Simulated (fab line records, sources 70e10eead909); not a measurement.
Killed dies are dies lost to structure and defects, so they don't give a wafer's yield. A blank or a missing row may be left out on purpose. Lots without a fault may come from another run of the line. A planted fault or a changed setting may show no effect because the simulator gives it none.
A struck lot beside a sound one | flow nand_harc | 17 steps out of a route of 1302
Sound: wafers L845.1, L845.3, L845.6. Struck: wafers L852.2, L852.4, L852.6. The cause comes at the end.
At each step with rows: each side's tool, then ch and its chambers, then its first start. Under that, the readings that differ: sound wafers | struck wafers | difference of the means | sigmas: that difference in standard deviations of wafers without a fault.
alike: readings whose means differ by less than 2 such deviations, and words and numbers that are the same on both sides. not compared: withheld readings, readings that some wafer has no value for, bounds like >300 that may hide the same value, and numbers for which the record gives no deviation and whose values overlap.
The two part at a step that has a row with sigmas, a row that says differs or no value, or rows on one side only. Numbers that don't overlap but have no deviation are shown without sigmas and don't part them. A reading that every wafer of one side lacks parts them only if that side has two wafers or more.

first, 1 step without rows for these wafers: NHARC_A_BONDPAD_HARDBAKE_10 (time 65 s).
NHARC_A_BONDPAD_DESCUM_11: chemistry O2, time 3 s.
  sound on rie_diel-03 ch 0,1, day 23 21:47; struck on rie_diel-04 ch 0,2, day 27 09:11
  alike: drypump_motor_current_A, o2_flow_sccm, oes_product_au, rf_vpp_V, showerhead_plenum_p_Torr, throttle_valve_pct
  not compared: rf_hours_counter_h
NHARC_A_BONDPAD_ETCH_34: etches the open film in N2/H2, target depth 60 nm, overetch 18 nm, time 65.91 s.
  sound on rie_diel-03 ch 0,2, day 23 21:53; struck on rie_diel-04 ch 2,3, day 27 09:17
  alike: bias_w, drypump_motor_current_A, oes_product_au, rf_vpp_V, showerhead_plenum_p_Torr, throttle_valve_pct
  not compared: rf_hours_counter_h
then, 1 step without rows for these wafers: NHARC_A_BONDPAD_ETCH_12 (etches the open film in CHF3/O2, target depth 220 nm, time 110 s).
NHARC_A_BONDPAD_CD_MEAS_13:
  sound on cd_sem-01, day 23 22:06; struck on cd_sem-01, day 27 09:31
  alike: cd_nm
NHARC_A_BONDPAD_STRIP_15: strips in O2.
  sound on rie_diel-04 ch 0,2,3, day 23 22:11; struck on rie_diel-04 ch 0,1,2, day 27 09:35
  alike: drypump_motor_current_A, o2_flow_sccm, oes_product_au, rf_vpp_V, showerhead_plenum_p_Torr, throttle_valve_pct
  not compared: rf_hours_counter_h
then, 4 steps without rows for these wafers: NHARC_A_BONDPAD_ETCH_24 (etches the open film in CF4/N2, target depth 30 nm, time 72.99 s); NHARC_A_BONDPAD_STRIP_16 (strips in post etch residue remover, time 600 s); NHARC_A_BONDPAD_DEGAS_25 (time 60 s); NHARC_A_BONDPAD_PRE_CLEAN_26 (time 30 s).
NHARC_A_BONDPAD_PVD_17: deposits TaN, target thk 5 nm, time 8.06 s.
  sound on pvd_sputter-03; struck on pvd_sputter-02
  alike: throttle_valve_pct
then, 1 step without rows for these wafers: NHARC_A_BONDPAD_PVD_27 (deposits Cu, target thk 30 nm, time 20.49 s).
NHARC_A_BONDPAD_ECD_18: material Cu, target thk 400 nm.
  sound on ecd_cu-02 ch 0,1, day 23 23:09; struck on ecd_cu-01 ch 0,1, day 27 10:32
  no value came back on the struck wafers for bath_heat_duty_pct (%), bath_temp_c (C); on the sound wafers bath_heat_duty_pct (%) reads 5.5 5.6 8.3
NHARC_A_BONDPAD_ANNEAL_28: time 90 s.
  sound on rtp_anneal-02 ch 0, day 23 23:31; struck on rtp_anneal-01 ch 0, day 27 10:55
  alike: wafer_temp_C_max
then, 1 step without rows for these wafers: NHARC_A_BONDPAD_CMP_19 (polishes, t overpolish 30 s, cu recess touch 16 s, target thk 169.82 nm).
NHARC_A_BONDPAD_THK_MEAS_20: measures by xrf.
  sound on film_metro-01, day 24 00:11; struck on film_metro-01, day 27 11:32
  reading     | sound             | struck         | difference | sigmas
  thk_nm (nm) | 171.7 165.8 168.8 | 31.8 28.8 30.5 | -138.4     | -92
then, 1 step without rows for these wafers: NHARC_A_BONDPAD_SRD_21 (time 30 s, dry time 20 s).

WHERE THEY PART
First at NHARC_A_BONDPAD_ECD_18; last, within this record, at NHARC_A_BONDPAD_THK_MEAS_20.

WHY: what the simulator had put in
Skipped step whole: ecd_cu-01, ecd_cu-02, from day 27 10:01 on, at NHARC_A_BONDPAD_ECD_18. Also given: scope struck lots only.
